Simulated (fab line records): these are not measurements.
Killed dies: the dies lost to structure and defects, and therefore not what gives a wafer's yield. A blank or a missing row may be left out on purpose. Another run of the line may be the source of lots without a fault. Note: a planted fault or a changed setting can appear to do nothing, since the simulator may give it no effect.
fab line records	flow n5Finfet
record lots=7	wafers=39
route steps=1938 shown MOL_CONTACT_COAG@586 BEOL_M3@950
startH: hours from the record's opening day to when the first of the lot's shown wafers began	waitH: hours from the lot's prior step to this one	" the same as in the row above	L1.1+2: a row that stands for several wafers	- value missing, or start not given	* or withheld: withheld	< > ~ a bound
route shown NAME@n: names a module that has steps shown in the file, with the first one's number in the route	usual: mean/standard deviation of fault-free wafers	same: alike in all rows	chamber/n: place in a boat	sites: per-site readings	_std_site: standard deviation across them	_edge_site: mean of outer sites minus mean of inner sites	radiusMm: how far each site lies from the wafer's centre	mask NAME#n: copy n	behind: the last tool/chamber to shape the wafer	hold: the reason the lot was held/the length of the hold in hours/how it ended	device: transistor that didn't switch, given as n, p or np	end of line: tests run on the same wafers once the route is complete	a step given without rows: its recipe and nothing more	killed: count of dies lost to structure and defects at first sort (not the wafer's yield)	map: a wafer's dies, marking killed ones x, the rest . and places with no die _
set.NAME: the setting as run; set.NAME@STEP: as run at that earlier step	model.NAME: the simulator's own value behind a step, which no gauge read
lots whose settings were changed on purpose; a table a step, a row a wafer
## steps
# step N5_MOL_CONTACT_COAG_VIA_ETCH_46
# recipe chemistry=C4F6/O2	targetDepthA=460	overetchA=92	maskMaterial=SOC	target=SiO2	biasW=455	pressureMtorr=10	timeS=40	sourceW=325	Ar_flow_sccm=300	C4F6_flow_sccm=10	O2_flow_sccm=10	ionEnergyEv=575.3	ends=endPoint
lot.wafer	tool	chamber	startH	waitH	set.targetDepthA	model.etch.depthNm	model.SOC_of_MOL_CONTACT_COAG_COAT_75.thkNm
L075.1	rieDiel-02	1	107.72	0.0	460	45.16	51
L075.2	"	2	"	"	460	45.13	50.6
L075.3	"	0	"	"	460	45.36	51
L075.4	"	3	"	"	460	46.06	50.4
L075.5	"	3	"	"	460	45.45	50.4
L075.6	"	2	"	"	460	46.36	50.8
L076.2	rieDiel-03	2	111.95	0.0	460	44.98	50.6
L076.5	"	0	"	"	460	45.89	50.4
L076.6	"	3	"	"	460	45.31	51
L085.1	rieDiel-04	0	164.07	0.0	254.3	33.92	53.4
L085.2	"	1	"	"	254.3	34.91	53.4
L085.3	"	2	"	"	460	46.11	50.6
L085.4	"	0	"	"	460	45.78	51.2
L085.5	"	2	"	"	460	46.93	50.6
L085.6	"	1	"	"	254.3	34.65	53.2
L086.1	rieDiel-03	2	175.24	0.0	460	44.95	51
L086.2	"	1	"	"	460	45.99	50.8
L086.3	"	3	"	"	460	45.5	51.2
L086.4	"	2	"	"	460	46.6	50.8
L086.5	"	1	"	"	460	46.44	50.6
L086.6	"	3	"	"	460	45.19	51
L089.1	rieDiel-04	2	191.96	0.0	188	28.47	53.6
L089.2	"	1	"	"	460	44.66	50.4
L089.3	"	2	"	"	460	45.04	50
L089.4	"	1	"	"	188	27.75	53.8
L089.5	"	2	"	"	188	28.85	53.6
L089.6	"	1	"	"	460	45.73	50.8
L090.1	rieDiel-04	1	197.39	0.0	460	46.14	50.8
L090.2	"	3	"	"	460	45.2	50.6
L090.3	"	2	"	"	226.5	33	53.4
L090.4	"	3	"	"	226.5	31.55	53.6
L090.5	"	1	"	"	226.5	31.91	53.6
L090.6	"	2	"	"	460	45.73	50.2
L096.1	rieDiel-03	0	233.95	0.0	460	45.52	50.4
L096.2	"	3	"	"	460	45.31	50.8
L096.3	"	1	"	"	460	45.3	50.6
L096.4	"	2	"	"	460	45.26	50.6
L096.5	"	0	"	"	460	46.56	50.4
L096.6	"	3	"	"	460	45.94	51.2
# step N5_MOL_CONTACT_COAG_STRIP_96
# recipe chemistry=N2/H2	powerW=500	tempC=40	pressureMtorr=50	rfFrequencyHz=6e+07	overashFraction=0.3	biasPowerW=28	h2Frac=0.5	n2FlowSccm=300	h2FlowSccm=300
# step N5_MOL_CONTACT_COAG_ETCH_47
# recipe chemistry=CH3F/O2	target=SiNx	targetDepthA=270	maskMaterial=SiO2	stopOn=W	overEtchFrac=0.2	ionEnergyEv=120	endpoint=OES-CN	pressureMtorr=30	sourceW=395	biasW=73	Ar_flow_sccm=150	CH3F_flow_sccm=30	O2_flow_sccm=20	ends=endPoint
# usual etchRfOnTimeS=31.0/0.62	oesProductAu=0.73/0.09
lot.wafer	tool	chamber	startH	waitH	set.targetDepthA@MOL_CONTACT_COAG_VIA_ETCH_46	etchRfOnTimeS	oesProductAu	model.etch.overEtchS
L075.1	rieDiel-02	1	107.83	0.0	460	32.2	0.62	5.369
L075.2	"	2	"	"	460	31.1	0.79	5.18
L075.3	"	0	"	"	460	31.8	0.64	5.294
L075.4	"	3	"	"	460	30.3	0.90	5.055
L075.5	"	3	"	"	460	29.9	0.90	4.993
L075.6	"	2	"	"	460	30.8	0.79	5.137
L076.2	rieDiel-03	2	112.06	0.0	460	31.0	0.66	5.166
L076.5	"	0	"	"	460	30.1	0.85	5.023
L076.6	"	3	"	"	460	31.8	0.68	5.303
L085.1	rieDiel-04	0	164.18	0.0	254.3	50.8	0.25	0
L085.2	"	1	"	"	254.3	50.8	0.27	0
L085.3	"	2	"	"	460	31.1	0.89	5.183
L085.4	"	0	"	"	460	31.6	0.61	5.261
L085.5	"	2	"	"	460	31.0	0.88	5.161
L085.6	"	1	"	"	254.3	50.8	0.27	0
L086.1	rieDiel-03	2	175.34	0.0	460	31.1	0.63	5.174
L086.2	"	1	"	"	460	30.9	0.74	5.154
L086.3	"	3	"	"	460	31.4	0.66	5.23
L086.4	"	2	"	"	460	31.2	0.63	5.205
L086.5	"	1	"	"	460	31.1	0.74	5.179
L086.6	"	3	"	"	460	31.2	0.66	5.196
L089.1	rieDiel-04	2	192.12	0.0	188	50.8	0.35	0
L089.2	"	1	"	"	460	30.8	0.65	5.128
L089.3	"	2	"	"	460	30.0	0.84	5.002
L089.4	"	1	"	"	188	50.8	0.27	0
L089.5	"	2	"	"	188	50.8	0.34	0
L089.6	"	1	"	"	460	31.0	0.65	5.173
L090.1	rieDiel-04	1	197.50	0.0	460	31.1	0.64	5.19
L090.2	"	3	"	"	460	31.0	0.83	5.173
L090.3	"	2	"	"	226.5	50.8	0.35	0
L090.4	"	3	"	"	226.5	50.8	0.36	0
L090.5	"	1	"	"	226.5	50.8	0.27	0
L090.6	"	2	"	"	460	29.9	0.85	4.984
L096.1	rieDiel-03	0	234.06	0.0	460	30.9	0.78	5.149
L096.2	"	3	"	"	460	32.4	0.64	5.408
L096.3	"	1	"	"	460	31.6	0.72	5.271
L096.4	"	2	"	"	460	30.7	0.63	5.12
L096.5	"	0	"	"	460	30.6	0.78	5.106
L096.6	"	3	"	"	460	31.9	0.65	5.314
# step N5_MOL_CONTACT_COAG_STRIP_119
# recipe chemistry=N2/H2	timeS=30	powerW=1000	tempC=250	pressureMtorr=withheld	n2FlowSccm=1750	h2FlowSccm=3250
# step N5_MOL_CONTACT_COAG_PRECLEAN_144
# recipe chemistry=alkalineClean	tempC=60	timeS=60	doPpb=50
# step N5_MOL_CONTACT_COAG_STRIP_120
# recipe chemistry=CHF3	resist=SiARC	rfFrequencyHz=6e+07
# step N5_MOL_CONTACT_COAG_VIA_ETCH_117
# recipe chemistry=C4F6/O2	targetDepthA=400	overetchA=80	maskMaterial=SOC	target=SiO2	biasW=455	pressureMtorr=10	timeS=26	sourceW=325	Ar_flow_sccm=300	C4F6_flow_sccm=10	O2_flow_sccm=10	ionEnergyEv=575.3	ends=endPoint
# step N5_MOL_CONTACT_COAG_ETCH_124
# recipe chemistry=CH3F/O2	target=SiNx	targetDepthA=65	maskMaterial=SOC	stopOn=SiOC	overEtchFrac=0.3	ionEnergyEv=120	pressureMtorr=30	sourceW=395	biasW=73	Ar_flow_sccm=150	CH3F_flow_sccm=30	O2_flow_sccm=20	ends=endPoint
# usual oesProductAu=0.68/0.08
lot.wafer	tool	chamber	startH	waitH	set.targetDepthA@MOL_CONTACT_COAG_VIA_ETCH_46	oesProductAu
L075.1	rieDiel-02	2	110.04	0.0	460	0.76
L075.2	"	0	"	"	460	0.62
L075.3	"	3	"	"	460	0.84
L075.4	"	1	"	"	460	0.60
L075.5	"	2	"	"	460	0.75
L075.6	"	1	"	"	460	0.60
L076.2	rieDiel-04	3	114.18	0.0	460	0.61
L076.5	"	0	"	"	460	0.60
L076.6	"	1	"	"	460	0.64
L085.1	rieDiel-02	1	165.62	0.0	254.3	0.26
L085.2	"	2	"	"	254.3	0.32
L085.3	"	3	"	"	460	0.79
L085.4	"	0	"	"	460	0.61
L085.5	"	2	"	"	460	0.72
L085.6	"	3	"	"	254.3	0.34
L086.1	rieDiel-04	2	177.35	0.0	460	0.81
L086.2	"	0	"	"	460	0.58
L086.3	"	1	"	"	460	0.62
L086.4	"	1	"	"	460	0.62
L086.5	"	2	"	"	460	0.81
L086.6	"	0	"	"	460	0.58
L089.1	rieDiel-02	0	193.77	0.0	188	0.27
L089.2	"	3	"	"	460	0.77
L089.3	"	2	"	"	460	0.71
L089.4	"	1	"	"	188	0.36
L089.5	"	3	"	"	188	0.34
L089.6	"	2	"	"	460	0.72
L090.1	rieDiel-03	3	199.01	0.0	460	0.64
L090.2	"	1	"	"	460	0.70
L090.3	"	0	"	"	226.5	0.33
L090.4	"	2	"	"	226.5	0.27
L090.5	"	1	"	"	226.5	0.30
L090.6	"	0	"	"	460	0.76
L096.1	rieDiel-02	3	235.36	0.0	460	0.74
L096.2	"	2	"	"	460	0.69
L096.3	"	0	"	"	460	0.59
L096.4	"	1	"	"	460	0.79
L096.5	"	0	"	"	460	0.59
L096.6	"	3	"	"	460	0.75
# step N5_MOL_CONTACT_COAG_ETCH_48
# recipe chemistry=C4F6/O2	targetDepthA=150	overetchA=45	maskMaterial=SOC	target=SiOC	biasW=465	pressureMtorr=10	timeS=17	sourceW=335	Ar_flow_sccm=300	C4F6_flow_sccm=10	O2_flow_sccm=10	ionEnergyEv=576
# usual oesProductAu=0.66/0.081
lot.wafer	tool	chamber	startH	waitH	set.targetDepthA@MOL_CONTACT_COAG_VIA_ETCH_46	oesProductAu
L075.1	rieDiel-02	2	110.08	0.0	460	0.75
L075.2	"	0	"	"	460	0.60
L075.3	"	3	"	"	460	0.81
L075.4	"	1	"	"	460	0.61
L075.5	"	2	"	"	460	0.71
L075.6	"	1	"	"	460	0.62
L076.2	rieDiel-04	3	114.22	0.0	460	0.56
L076.5	"	0	"	"	460	0.59
L076.6	"	1	"	"	460	0.64
L085.1	rieDiel-02	1	165.66	0.0	254.3	0.26
L085.2	"	2	"	"	254.3	0.32
L085.3	"	3	"	"	460	0.74
L085.4	"	0	"	"	460	0.61
L085.5	"	2	"	"	460	0.65
L085.6	"	3	"	"	254.3	0.34
L086.1	rieDiel-04	2	177.39	0.0	460	0.78
L086.2	"	0	"	"	460	0.57
L086.3	"	1	"	"	460	0.63
L086.4	"	1	"	"	460	0.59
L086.5	"	2	"	"	460	0.76
L086.6	"	0	"	"	460	0.56
L089.1	rieDiel-02	0	193.81	0.0	188	0.27
L089.2	"	3	"	"	460	0.74
L089.3	"	2	"	"	460	0.67
L089.4	"	1	"	"	188	0.36
L089.5	"	3	"	"	188	0.34
L089.6	"	2	"	"	460	0.69
L090.1	rieDiel-03	3	199.05	0.0	460	0.63
L090.2	"	1	"	"	460	0.66
L090.3	"	0	"	"	226.5	0.34
L090.4	"	2	"	"	226.5	0.26
L090.5	"	1	"	"	226.5	0.31
L090.6	"	0	"	"	460	0.71
L096.1	rieDiel-02	3	235.40	0.0	460	0.72
L096.2	"	2	"	"	460	0.70
L096.3	"	0	"	"	460	0.55
L096.4	"	1	"	"	460	0.76
L096.5	"	0	"	"	460	0.58
L096.6	"	3	"	"	460	0.72
# step N5_BEOL_M3_ETCH_64
# recipe chemistry=N2/H2	target=SOC	targetDepthA=750	overetchA=150	maskMaterial=SiARC	tempC=40	timeS=112.5	ionEnergyEv=200	pressureMtorr=30	sourceW=840	biasW=150	n2FlowSccm=200	h2FlowSccm=200
lot.wafer	tool	chamber	startH	waitH	set.timeS	model.SiARC_of_BEOL_M3_COAT_62.thkNm	model.BEOL_M3.cdOffsetNm
L075.1	rieDiel-01	2	151.17	0.0	138.8	5.6	0.4
L075.2	"	3	"	"	112.5	6.6	-0.2
L075.3	"	1	"	"	112.5	6.8	0
L075.4	"	0	"	"	138.8	5.8	0.6
L075.5	"	3	"	"	138.8	5.4	0.2
L075.6	"	0	"	"	112.5	7	0
L076.2	rieDiel-01	2	158.46	0.0	112.5	6.8	0
L076.5	"	0	"	"	112.5	7	0.2
L076.6	"	1	"	"	112.5	6.8	-0.2
L085.1	rieDiel-01	0	208.68	0.0	112.5	7	0.2
L085.2	"	3	"	"	77.83	8.4	-0.6
L085.3	"	1	"	"	77.83	8.4	-0.4
L085.4	"	2	"	"	112.5	6.8	0
L085.5	"	2	"	"	77.83	8.4	-0.8
L085.6	"	3	"	"	112.5	6.8	-0.2
L086.1	rieDiel-05	1	213.12	0.0	112.5	6.4	0.4
L086.2	"	2	"	"	176	3.6	1.6
L086.3	"	3	"	"	112.5	6.8	-0.4
L086.4	"	0	"	"	112.5	6.8	0
L086.5	"	3	"	"	176	4	1
L086.6	"	2	"	"	176	3.6	1.4
L089.1	rieDiel-05	3	231.28	0.0	76.69	8.6	-1
L089.2	"	0	"	"	76.69	8.4	-0.6
L089.3	"	1	"	"	76.69	8.2	-0.6
L089.4+6	"	2	"	"	112.5	6.6	0.2
L089.5	"	1	"	"	112.5	6.6	0
L090.1+5	rieDiel-05	1	244.24	0.0	164.1	4	0.8
L090.2	"	0	"	"	164.1	4.2	1
L090.3	"	2	"	"	112.5	6.6	-0.2
L090.4	"	3	"	"	112.5	6.8	-0.6
L090.6	"	0	"	"	112.5	6.6	-0.6
L096.1	rieDiel-01	2	285.67	0.0	112.5	6.8	0.2
L096.2	"	0	"	"	112.5	7	0.2
L096.3	"	1	"	"	170.5	3.8	1.4
L096.4+6	"	3,2	"	"	170.5	4	1.4
L096.5	"	1	"	"	112.5	6.6	0
# step N5_BEOL_M3_STRIP_65
# recipe chemistry=N2/H2	tempC=40	n2FlowSccm=200	h2FlowSccm=200	rfFrequencyHz=6e+07
# step N5_BEOL_M3_STRIP_75
# recipe chemistry=N2/H2	tempC=40	n2FlowSccm=200	h2FlowSccm=200	rfFrequencyHz=6e+07
# step N5_BEOL_M3_STRIP_66
# recipe chemistry=CF4	resist=SiARC	powerW=300	biasPowerW=75	pressureMtorr=50	cf4FlowSccm=150	rfFrequencyHz=6e+07
# step N5_BEOL_M3_HM_OPEN_17
# recipe chemistry=Cl2/BCl3	targetDepthA=200	overetchA=60	target=TiN	maskMaterial=SOC	ionEnergyEv=150	pressureMtorr=10	icpW=1000	biasW=126	Cl2_flow_sccm=53.25	bcl3FlowSccm=21.75	Ar_flow_sccm=25
lot.wafer	tool	chamber	startH	waitH	set.timeS@BEOL_M3_ETCH_64	model.etch.depthNm	model.BEOL_M3.cdOffsetNm
L075.1	rieMetal-02	1	151.34	0.0	138.8	17.47	0.2
L075.2	"	0	"	"	112.5	19.86	0
L075.3	"	0	"	"	112.5	19.77	0.2
L075.4	"	1	"	"	138.8	17.42	0.6
L075.5	"	1	"	"	138.8	17.35	0
L075.6	"	0	"	"	112.5	19.97	0.2
L076.2	rieMetal-01	1	158.62	0.0	112.5	19.69	0
L076.5	"	1	"	"	112.5	19.97	0.2
L076.6	"	0	"	"	112.5	19.86	0
L085.1	rieMetal-02	1	208.85	0.0	112.5	20.23	0
L085.2	"	0	"	"	77.83	20.15	-0.6
L085.3	"	1	"	"	77.83	20.21	-0.6
L085.4	"	0	"	"	112.5	20.15	0
L085.5	"	0	"	"	77.83	20.25	-0.8
L085.6	"	1	"	"	112.5	20.29	-0.2
L086.1	rieMetal-02	0	213.29	0.0	112.5	19.65	0.4
L086.2	"	1	"	"	176	13.9	1.6
L086.3	"	0	"	"	112.5	19.95	-0.4
L086.4	"	1	"	"	112.5	19.95	0
L086.5	"	0	"	"	176	13.82	1
L086.6	"	1	"	"	176	13.81	1.4
L089.1	rieMetal-02	0	231.45	0.0	76.69	19.85	-1
L089.2	"	1	"	"	76.69	19.61	-0.8
L089.3	"	0	"	"	76.69	19.83	-0.6
L089.4	"	1	"	"	112.5	19.89	0
L089.5	"	1	"	"	112.5	19.79	-0.2
L089.6	"	0	"	"	112.5	19.82	0.2
L090.1	rieMetal-02	1	244.41	0.0	164.1	14.59	0.8
L090.2	"	0	"	"	164.1	14.76	1
L090.3	"	0	"	"	112.5	19.73	-0.2
L090.4	"	1	"	"	112.5	19.84	-0.8
L090.5	"	0	"	"	164.1	14.71	0.8
L090.6	"	1	"	"	112.5	19.82	-0.6
L096.1	rieMetal-01	1	285.84	0.0	112.5	19.98	0
L096.2	"	0	"	"	112.5	20.05	0.2
L096.3	"	0	"	"	170.5	14.33	1.4
L096.4	"	1	"	"	170.5	14.43	1.4
L096.5	"	1	"	"	112.5	20.25	0
L096.6	"	0	"	"	170.5	14.44	1.4
# step N5_BEOL_M3_STRIP_19
# recipe chemistry=O2	powerW=400	tempC=40	pressureMtorr=30	rfFrequencyHz=6e+07	biasPowerW=0	overashFraction=0.2	o2FlowSccm=225
# step N5_BEOL_M3_CD_MEAS_18
# recipe pitchNm=36	targetCdNm=18
# usual cdNm=18.0/0.33
lot.wafer	tool	chamber	startH	waitH	set.timeS@BEOL_M3_ETCH_64	cdNm
L075.1	cdSem-03	-	151.54	0.1	138.8	18.2
L075.2	"	-	"	"	112.5	17.8
L075.3	"	-	"	"	112.5	18.1
L075.4	"	-	"	"	138.8	19.0
L075.5	"	-	"	"	138.8	17.8
L075.6	"	-	"	"	112.5	18.1
L076.2	cdSem-01	-	158.81	0.1	112.5	18.3
L076.5	"	-	"	"	112.5	18.5
L076.6	"	-	"	"	112.5	18.0
L085.1	cdSem-03	-	209.03	0.0	112.5	18.0
L085.2	"	-	"	"	77.83	17.3
L085.3	"	-	"	"	77.83	17.2
L085.4	"	-	"	"	112.5	17.8
L085.5	"	-	"	"	77.83	17.1
L085.6	"	-	"	"	112.5	18.0
L086.1	cdSem-03	-	213.57	0.0	112.5	18.3
L086.2	"	-	"	"	176	20.0
L086.3	"	-	"	"	112.5	17.7
L086.4	"	-	"	"	112.5	17.8
L086.5	"	-	"	"	176	19.4
L086.6	"	-	"	"	176	19.8
L089.1	cdSem-02	-	231.63	0.0	76.69	16.9
L089.2	"	-	"	"	76.69	17.3
L089.3	"	-	"	"	76.69	17.4
L089.4	"	-	"	"	112.5	18.1
L089.5	"	-	"	"	112.5	18.0
L089.6	"	-	"	"	112.5	18.3
L090.1	cdSem-03	-	244.62	0.0	164.1	19.0
L090.2	"	-	"	"	164.1	19.3
L090.3	"	-	"	"	112.5	18.0
L090.4	"	-	"	"	112.5	17.2
L090.5	"	-	"	"	164.1	19.6
L090.6	"	-	"	"	112.5	17.4
L096.1	cdSem-01	-	286.05	0.0	112.5	18.3
L096.2	"	-	"	"	112.5	18.3
L096.3	"	-	"	"	170.5	19.6
L096.4	"	-	"	"	170.5	19.5
L096.5	"	-	"	"	112.5	18.1
L096.6	"	-	"	"	170.5	19.4
# step N5_BEOL_M3_COAT_67
# recipe resist=SOC	tempC=250	timeS=60	spinRpm=1500	resistThkNm=60
# step N5_BEOL_M3_COAT_68
# recipe resist=SiARC	tempC=220	timeS=60	spinRpm=1500	resistThkNm=12
# step N5_BEOL_M3_PRECLEAN_42
# recipe chemistry=residueRemover	timeS=60	tempC=40
# step N5_BEOL_M3_SRD_43
# recipe timeS=30	tempC=23	rinseLiquid=diw	dry=ipaMarangoni
# step N5_BEOL_M3_CD_MEAS_35
# recipe targetCdNm=18	targetCdYNm=21	polarity=opening
# usual cdNm=18.0/0.35
lot.wafer	tool	chamber	startH	waitH	set.timeS@BEOL_M3_ETCH_64	cdNm
L075.1	cdSem-02	-	153.28	0.0	138.8	18.0
L075.2	"	-	"	"	112.5	17.8
L075.3	"	-	"	"	112.5	18.2
L075.4	"	-	"	"	138.8	18.5
L075.5	"	-	"	"	138.8	18.7
L075.6	"	-	"	"	112.5	18.3
L076.2	cdSem-01	-	166.26	0.0	112.5	17.9
L076.5	"	-	"	"	112.5	18.3
L076.6	"	-	"	"	112.5	18.1
L086.1	cdSem-01	-	219.65	0.0	112.5	18.4
L086.2	"	-	"	"	176	20.1
L086.3	"	-	"	"	112.5	17.6
L086.4	"	-	"	"	112.5	17.7
L086.5	"	-	"	"	176	19.6
L086.6	"	-	"	"	176	19.5
L085.1	cdSem-02	-	222.20	0.0	112.5	17.8
L085.2	"	-	"	"	77.83	16.9
L085.3	"	-	"	"	77.83	17.6
L085.4	"	-	"	"	112.5	17.8
L085.5	"	-	"	"	77.83	17.1
L085.6	"	-	"	"	112.5	17.7
L089.1	cdSem-03	-	239.18	0.0	76.69	16.7
L089.2	"	-	"	"	76.69	17.6
L089.3	"	-	"	"	76.69	17.4
L089.4	"	-	"	"	112.5	17.7
L089.5	"	-	"	"	112.5	17.9
L089.6	"	-	"	"	112.5	18.7
L090.1	cdSem-02	-	246.54	0.0	164.1	19.2
L090.2	"	-	"	"	164.1	19.3
L090.3	"	-	"	"	112.5	17.7
L090.4	"	-	"	"	112.5	17.4
L090.5	"	-	"	"	164.1	19.4
L090.6	"	-	"	"	112.5	16.8
L096.1	cdSem-02	-	288.37	0.0	112.5	18.4
L096.2	"	-	"	"	112.5	18.6
L096.3	"	-	"	"	170.5	19.5
L096.4	"	-	"	"	170.5	19.8
L096.5	"	-	"	"	112.5	18.2
L096.6	"	-	"	"	170.5	19.6
## key
split step=N5_MOL_CONTACT_COAG_VIA_ETCH_46	setting=targetDepthA	stated=460	by=wafer
response step=N5_MOL_CONTACT_COAG_VIA_ETCH_46	reading=model.etch.depthNm	change=+0.273	per=1%	r=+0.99
response step=N5_MOL_CONTACT_COAG_VIA_ETCH_46	reading=model.SOC_of_MOL_CONTACT_COAG_COAT_75.thkNm	change=-0.0568	per=1%	r=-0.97
response step=N5_MOL_CONTACT_COAG_ETCH_47	reading=etchRfOnTimeS	change=*	per=1%	r=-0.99
response step=N5_MOL_CONTACT_COAG_ETCH_47	reading=oesProductAu	change=+0.00862	per=1%	r=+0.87
response step=N5_MOL_CONTACT_COAG_ETCH_47	reading=model.etch.overEtchS	change=+0.0983	per=1%	r=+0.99
response step=N5_MOL_CONTACT_COAG_ETCH_124	reading=oesProductAu	change=+0.00774	per=1%	r=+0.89
response step=N5_MOL_CONTACT_COAG_ETCH_48	reading=oesProductAu	change=+0.00705	per=1%	r=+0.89
split step=N5_BEOL_M3_ETCH_64	setting=timeS	stated=112.5	by=wafer
response step=N5_BEOL_M3_ETCH_64	reading=model.SiARC_of_BEOL_M3_COAT_62.thkNm	change=-0.0541	per=1%	r=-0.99
response step=N5_BEOL_M3_ETCH_64	reading=model.BEOL_M3.cdOffsetNm	change=+0.0247	per=1%	r=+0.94
response step=N5_BEOL_M3_HM_OPEN_17	reading=model.etch.depthNm	shape=bent	atLowest=19.76	atStated=19.93	atHighest=13.84
response step=N5_BEOL_M3_HM_OPEN_17	reading=model.BEOL_M3.cdOffsetNm	change=+0.0244	per=1%	r=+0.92
response step=N5_BEOL_M3_CD_MEAS_18	reading=cdNm	change=+0.03	per=1%	r=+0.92
response step=N5_BEOL_M3_CD_MEAS_35	reading=cdNm	change=+0.0292	per=1%	r=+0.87
